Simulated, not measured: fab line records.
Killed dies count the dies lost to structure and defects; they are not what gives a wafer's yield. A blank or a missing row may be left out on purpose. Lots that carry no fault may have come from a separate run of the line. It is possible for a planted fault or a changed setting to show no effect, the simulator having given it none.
fab line records    flow n5Finfet
[record] lots = 10  wafers = 30  lastDay = 18
route steps=1938 shown ZERO_LAYER@16 WELL_APT@33 PMOS_HMC_CHANNEL_EPI@73 BEOL_M4@1111
lots that met no fault: taken from a fault-free run of the same line
startH: hours from the record's opening day to when the first of the lot's shown wafers began    waitH: hours from the lot's prior step to this one    " unchanged from the row above    L1.1+2: a single row standing in for several wafers    - either no value or no given start    * or withheld: withheld    < > ~ a bound
route shown NAME@n: NAME is a module with steps in the file, n the number in the route of the first one    usual: mean/standard deviation taken from wafers without a fault    same: alike in all rows    chamber/n: place in a boat    sites: the reading at each site    _std_site: standard deviation across them    _edge_site: the outer-site mean with the inner-site mean subtracted    radiusMm: how far each site lies from the wafer's centre    mask NAME#n: copy n    behind: tool/chamber where the wafer was last shaped    hold: why the lot went on hold/how many hours it stayed there/how the hold came to an end    device: transistor that didn't switch, given as n, p or np    end of line: at the end of the route, the tests of the same wafers    a step without rows: its recipe alone    killed: count of dies lost to structure and defects at first sort (not the wafer's yield)    map: the dies of a wafer, with x for killed, . for not killed, _ for no die there
set.NAME: the setting that was run; set.NAME@STEP: the one run at that earlier step    model.NAME: the simulator's own value behind a step, which no gauge read
a sample of lots followed through the steps of the route, with each step as a table and each wafer as a row
services: a tool's chamber out of use, with start hour (startH, from the record's first day; less than 0 if before it), hours out, and reason
[[steps]]
[step N5_ZERO_LAYER_ETCH_18]
[recipe] chemistry = HBr/Cl2  target = Si  targetDepthA = 1200  timeS = 40  pressureMtorr = 10  icpW = 800  biasW = 75  HBr_flow_sccm = 150  Cl2_flow_sccm = 80
[usual] drypumpMotorCurrentA = 5.8/0.52  mfcCl2Sccm = 80.01/0.23  oesProductAu = 1.000/0.016  throttleValvePct = 36.1/0.35
lot.wafer  tool      chamber  startH  waitH  drypumpMotorCurrentA  mfcCl2Sccm  oesProductAu  rfHoursCounterH  throttleValvePct
L867.3     rieSi-04  3        24.91   0.0    5.5                   79.97       0.986         85               35.6
L867.5     "         3        "       "      5.5                   80.06       0.994         -                35.5
L867.6     "         2        "       "      5.4                   79.74       0.985         -                35.8
L868.1     rieSi-05  1        30.79   0.0    6.1                   79.86       1.025         107              35.6
L868.2     "         2        "       "      5.3                   80.12       1.012         44               35.7
L868.6     "         1        "       "      6.1                   80.34       1.028         -                35.6
L870.2     rieSi-05  0        42.93   0.0    6.1                   80.02       0.987         175              36.3
L870.3     "         2        "       "      5.2                   79.94       1.017         45               35.7
L870.6     "         1        "       "      6.1                   80.12       1.032         -                35.6
L874.3     rieSi-04  2        66.91   0.0    5.4                   79.89       0.986         9                35.8
L874.4     "         0        "       "      5.6                   80.15       0.976         27               36.4
L874.6     "         2        "       "      5.3                   80.00       0.991         -                35.9
L875.1     rieSi-05  1        73.02   0.0    6.1                   80.40       1.032         107              35.6
L875.4     "         0        "       "      6.1                   80.16       0.980         176              36.3
L875.6     "         1        "       "      6.1                   80.47       1.024         -                35.6
L881.2     rieSi-06  1        108.91  0.0    5.1                   80.04       0.997         14               36.1
L881.4     "         2        "       "      5.0                   80.20       1.006         31               36.8
L881.6     "         2        "       "      5.0                   80.08       1.010         -                36.8
L882.2     rieSi-06  3        114.93  0.0    6.1                   80.01       1.001         31               36.0
L882.4     "         1        "       "      5.1                   80.10       1.004         14               36.1
L882.5     "         0        "       "      6.7                   79.88       0.984         -                36.3
L883.1     rieSi-06  0        120.84  0.0    6.7                   79.97       0.982         12               36.3
L883.2     "         3        "       "      6.1                   79.91       1.011         31               36.0
L883.5     "         3        "       "      6.1                   79.67       1.006         -                36.0
L887.2     rieSi-06  2        145.45  0.0    5.1                   80.06       1.007         32               36.8
L887.4     "         0        "       "      6.6                   80.12       0.990         13               36.3
L887.6     "         1        "       "      5.1                   80.05       0.993         -                36.1
L888.2     rieSi-05  1        150.81  0.0    6.1                   80.18       1.022         109              35.6
L888.3     "         3        "       "      6.0                   80.11       1.006         169              36.2
L888.5     "         0        "       "      6.1                   80.21       0.979         -                36.3
[step N5_WELL_APT_IMPLANT_15]
[recipe] species = As  energyKev = 25  doseCm2 = 1.5e+13  tiltDeg = 0  rotationDeg = 0
[usual] doseIonsCm2 = 1.4999e+13/1.6e+10  faradayCurrentUA = 190/3.5
lot.wafer  tool          chamber  startH  waitH  doseIonsCm2  faradayCurrentUA
L867.3     implanter-01  0        26.24   0.1    1.5013e+13   190
L867.5     "             0        "       "      1.4982e+13   187
L867.6     "             0        "       "      1.4988e+13   192
L868.1     implanter-02  0        31.92   0.1    1.4993e+13   190
L868.2     "             0        "       "      1.4977e+13   186
L868.6     "             0        "       "      1.5014e+13   192
L870.2     implanter-02  0        44.24   0.1    1.5011e+13   189
L870.3     "             0        "       "      1.5007e+13   196
L870.6     "             0        "       "      1.5027e+13   194
L874.3     implanter-02  0        68.12   0.1    1.499e+13    189
L874.4     "             0        "       "      1.4973e+13   194
L874.6     "             0        "       "      1.4981e+13   194
L875.1     implanter-02  0        74.49   0.1    1.498e+13    192
L875.4     "             0        "       "      1.5009e+13   193
L875.6     "             0        "       "      1.4978e+13   187
L881.2     implanter-02  0        110.61  0.1    1.3006e+13   164
L881.4     "             0        "       "      1.3004e+13   167
L881.6     "             0        "       "      1.3011e+13   167
L882.2     implanter-02  0        116.39  0.1    1.3009e+13   168
L882.4     "             0        "       "      1.3014e+13   166
L882.5     "             0        "       "      1.3003e+13   164
L883.1     implanter-02  0        123.31  0.1    1.2975e+13   161
L883.2     "             0        "       "      1.2992e+13   163
L883.5     "             0        "       "      1.2988e+13   164
L887.2     implanter-01  0        146.65  0.1    1.4993e+13   195
L887.4     "             0        "       "      1.5001e+13   197
L887.6     "             0        "       "      1.5005e+13   189
L888.2     implanter-01  0        152.01  0.1    1.5012e+13   189
L888.3     "             0        "       "      1.501e+13    199
L888.5     "             0        "       "      1.5007e+13   188
[step N5_PMOS_HMC_CHANNEL_EPI_ETCH_38]
[recipe] chemistry = CF4  target = SiO2  targetDepthA = 15  ionEnergyEv = 350  pressureMtorr = 10  icpW = 800  biasW = 400  cf4FlowSccm = 80
[usual] drypumpMotorCurrentA = 5.7/0.54  oesProductAu = 1.001/0.019  throttleValvePct = 21.78/0.18
lot.wafer  tool      chamber  startH  waitH  drypumpMotorCurrentA  oesProductAu  rfHoursCounterH  throttleValvePct
L867.3     rieSi-01  1        29.70   0.0    5.4                   0.984         35               21.49
L867.5     "         2        "       "      5.7                   1.029         -                21.82
L867.6     "         3        "       "      6.7                   1.024         -                21.77
L868.1     rieSi-02  0        36.04   0.0    5.5                   1.003         43               21.65
L868.2     "         2        "       "      5.4                   0.973         2                21.74
L868.6     "         3        "       "      6.0                   0.986         -                22.12
L870.2     rieSi-02  3        48.70   0.0    6.0                   0.984         130              22.14
L870.3     "         0        "       "      5.6                   0.984         43               21.69
L870.6     "         3        "       "      5.9                   0.980         -                22.14
L874.3     rieSi-03  2        72.24   0.0    5.5                   1.026         158              22.01
L874.4     "         3        "       "      6.1                   0.984         103              21.55
L874.6     "         2        "       "      5.5                   1.031         -                22.03
L875.1     rieSi-01  0        78.65   0.0    6.1                   1.008         148              21.84
L875.4     "         3        "       "      6.7                   1.024         194              21.76
L875.6     "         0        "       "      6.1                   1.019         -                21.84
L881.2     rieSi-02  0        114.66  0.0    5.5                   0.992         45               21.68
L881.4     "         2        "       "      5.4                   0.979         4                21.75
L881.6     "         2        "       "      5.4                   0.980         -                21.74
L882.2     rieSi-02  3        119.85  0.0    5.9                   0.980         131              22.14
L882.4     "         3        "       "      5.9                   0.981         -                22.13
L882.5     "         2        "       "      5.4                   0.972         -                21.72
L883.1     rieSi-01  1        128.00  0.0    5.4                   0.991         37               21.49
L883.2     "         2        "       "      5.8                   1.029         196              21.82
L883.5     "         3        "       "      6.7                   1.020         -                21.77
L887.2     rieSi-03  3        150.64  0.0    6.1                   0.988         104              21.55
L887.4     "         0        "       "      4.7                   1.015         -                21.71
L887.6     "         2        "       "      5.4                   1.015         -                22.03
L888.2     rieSi-01  2        156.38  0.0    5.8                   1.012         0                21.74
L888.3     "         1        "       "      5.3                   0.993         37               21.48
L888.5     "         0        "       "      6.1                   1.016         -                21.84
[step N5_PMOS_HMC_CHANNEL_EPI_CMP_21]
[recipe] material = SiGe30  postCmpClean = alkalineBrush  targetThkNm = 54
[usual] motorCurrentA = 12.5/0.94
lot.wafer  tool    chamber  startH  waitH  motorCurrentA
L867.3     cmp-04  3        32.23   0.1    11.2
L867.5     "       2        "       "      11.2
L867.6     "       3        "       "      11.4
L868.1     cmp-02  1        38.58   0.1    11.7
L868.2     "       2        "       "      13.2
L868.6     "       3        "       "      12.7
L870.3     cmp-02  3        50.66   0.1    12.8
L870.2     "       0        "       "      13.9
L870.6     "       3        "       "      12.3
L874.3     cmp-04  1        73.89   0.1    13.6
L874.4     "       3        "       "      10.9
L874.6     "       1        "       "      13.3
L875.4     cmp-01  0        81.86   0.1    11.9
L875.1     "       1        "       "      14.1
L875.6     "       3        "       "      12.2
L881.4     cmp-01  2        116.18  0.0    11.0
L881.2     "       3        "       "      12.0
L881.6     "       3        "       "      12.5
L882.4     cmp-01  3        121.71  0.4    11.9
L882.2     "       0        "       "      12.6
L882.5     "       2        "       "      11.0
L883.2     cmp-02  2        129.52  0.0    12.8
L883.1     "       0        "       "      13.7
L883.5     "       3        "       "      12.3
L887.4     cmp-02  3        152.65  0.1    13.3
L887.2     "       0        "       "      13.5
L887.6     "       1        "       "      11.6
L888.3     cmp-01  3        157.96  0.1    12.3
L888.2     "       1        "       "      13.7
L888.5     "       2        "       "      11.3
[step N5_BEOL_M4_RC_MEAS_101]
[usual] CJ_P = 5.79/0.14  DIBL_N = 36.0/2  DIBL_P = 36.2/2.2  IOFF_N = 0.16/0.034  IOFF_P = 0.21/0.04  ION_N = 675/12  ION_P = 463/7.2  SS_N = 71.6/0.6  SS_P = 73.3/0.67  VT_N = 250/3  VT_P = -251/3.4
lot.wafer  tool       chamber  startH  waitH  CJ_P  DIBL_N[mV/V]  DIBL_P[mV/V]  IOFF_N[nA/um]  IOFF_P[nA/um]  ION_N[uA/um]  ION_P[uA/um]  SS_N[mV/dec]  SS_P[mV/dec]  VT_N[mV]  VT_P[mV]
L867.3     prober-02  0        188.79  0.3    5.93  33.9          35.7          0.13           0.18           667           460           71.1          73.1          251       -252
L867.5     "          0        "       "      5.79  35.8          37.6          0.15           0.19           680           460           71.4          73.6          248       -253
L867.6     "          0        "       "      5.75  33.0          34.6          0.11           0.16           648           445           71.1          72.9          255       -255
L868.1     prober-02  0        193.11  0.0    5.92  36.7          38.3          0.18           0.23           680           465           71.9          72.7          249       -249
L868.2     "          0        "       "      5.94  34.7          36.3          0.15           0.20           669           461           71.4          72.7          251       -252
L868.6     "          0        "       "      5.84  35.8          37.5          0.16           0.21           669           460           71.4          72.5          248       -252
L870.2     prober-02  0        215.35  0.2    5.67  34.2          32.2          0.12           0.14           656           450           71.6          72.6          253       -257
L870.3     "          0        "       "      5.87  31.3          29.9          0.10           0.12           651           447           70.8          72.2          254       -256
L870.6     "          0        "       "      5.70  34.5          33.6          0.13           0.16           661           454           70.8          72.6          250       -257
L874.3     prober-01  0        227.74  0.3    5.75  34.5          35.0          0.14           0.21           673           467           70.8          72.9          249       -248
L874.4     "          0        "       "      5.97  34.3          34.6          0.13           0.20           668           465           70.4          72.5          252       -251
L874.6     "          0        "       "      5.63  34.4          34.0          0.13           0.18           670           460           71.1          72.6          252       -251
L875.1     prober-02  0        234.64  0.0    5.78  35.9          37.2          0.18           0.21           686           464           71.9          73.5          248       -253
L875.4     "          0        "       "      5.62  36.1          37.2          0.19           0.22           687           464           71.7          73.9          248       -251
L875.6     "          0        "       "      5.79  36.6          37.4          0.19           0.22           688           462           72.1          73.7          248       -252
L881.2     prober-01  0        269.60  0.2    5.38  37.9          38.1          0.19           0.27           691           474           72.3          73.6          248       -245
L881.4     "          0        "       "      5.46  37.9          37.9          0.19           0.26           697           473           72.0          73.1          245       -245
L881.6     "          0        "       "      5.43  36.9          36.9          0.17           0.23           681           464           71.6          73.2          248       -249
L882.2     prober-02  0        279.87  0.2    5.41  34.0          35.0          0.12           0.19           664           467           70.8          73.1          256       -253
L882.4     "          0        "       "      5.20  35.0          35.1          0.13           0.19           669           454           71.7          73.6          253       -253
L882.5     "          0        "       "      5.64  33.0          33.6          0.11           0.17           653           460           70.2          72.1          256       -251
L887.2     prober-01  0        311.77  0.2    5.76  39.8          39.3          0.24           0.29           696           470           72.4          74.2          243       -246
L887.4     "          0        "       "      5.98  35.9          36.6          0.17           0.23           690           464           71.0          72.5          247       -247
L887.6     "          0        "       "      5.70  35.3          35.1          0.15           0.21           669           467           71.4          72.7          251       -252
L883.1     prober-01  0        312.55  0.7    5.43  33.4          32.6          0.12           0.18           668           465           70.8          72.4          254       -252
L883.2     "          0        "       "      5.57  39.1          40.1          0.22           0.32           695           480           72.0          74.7          245       -243
L883.5     "          0        "       "      5.37  38.7          40.0          0.21           0.30           685           469           72.5          74.9          247       -247
L888.2     prober-01  0        317.14  0.2    5.72  34.0          33.6          0.12           0.18           669           459           71.1          73.0          253       -252
L888.3     "          0        "       "      6.04  35.2          34.5          0.14           0.19           666           456           71.7          73.5          252       -254
L888.5     "          0        "       "      5.76  35.9          34.8          0.15           0.19           673           456           71.7          72.7          250       -253
[[services]]
tool          chamber  startH  hours  kind
rieSi-04      -        1.84    0.5    repair
rieSi-01      -        8.09    14.6   pm
cmp-04        -        13.91   4.0    pm
implanter-02  -        15.37   1.3    repair
rieSi-01      1        27.19   1.2    repair
rieSi-06      0        37.17   6.6    repair
cmp-01        -        40.00   4.0    pm
rieSi-02      -        42.19   3.0    repair
implanter-01  -        53.07   2.1    repair
cmp-04        -        61.93   2.5    repair
rieSi-06      -        70.69   2.8    pm
implanter-02  -        78.21   3.9    pm
rieSi-03      -        82.09   16.0   repair
cmp-02        -        84.64   9.4    pm
rieSi-04      3        86.45   2.3    repair
rieSi-03      -        104.03  0.5    repair
implanter-01  -        105.11  11.3   repair
cmp-02        -        105.81  4.1    pm
rieSi-03      0        107.02  1.7    repair
cmp-04        -        110.33  19.3   pm
cmp-02        -        117.55  6.2    pm
rieSi-02      1        118.40  3.7    repair
rieSi-01      0        123.44  7.7    repair
rieSi-03      1        148.49  7.6    repair
[[key]]
[firstSign] step = N5_WELL_APT_IMPLANT_15  reading = doseIonsCm2  direction = down  sigmas = 99+  usual = 1.4999e+13  struck = 1.3e+13
[effect] step = N5_WELL_APT_IMPLANT_15  reading = faradayCurrentUA  direction = down  sigmas = 7.2  usual = 190  struck = 165
[effect] step = N5_BEOL_M4_RC_MEAS_101  reading = CJ_P  direction = down  sigmas = 2.6  usual = 5.79  struck = 5.43
metAt N5_WELL_APT_IMPLANT_15
struckLots L881,L882,L883
notActingAt N5_ZERO_LAYER_ETCH_18,N5_PMOS_HMC_CHANNEL_EPI_ETCH_38,N5_PMOS_HMC_CHANNEL_EPI_CMP_21
onsetBetween 74.49 110.61
[fault] kind = processParameterDrift  tool = implanter-02  chamber = -  onsetH = 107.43  steps = N5_WELL_APT_IMPLANT_15  channel = doseCm2  offset = -1.9969e+12  shape = step  endH = 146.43  actsIn = theseRecipesOnly  stated = 1.5e+13
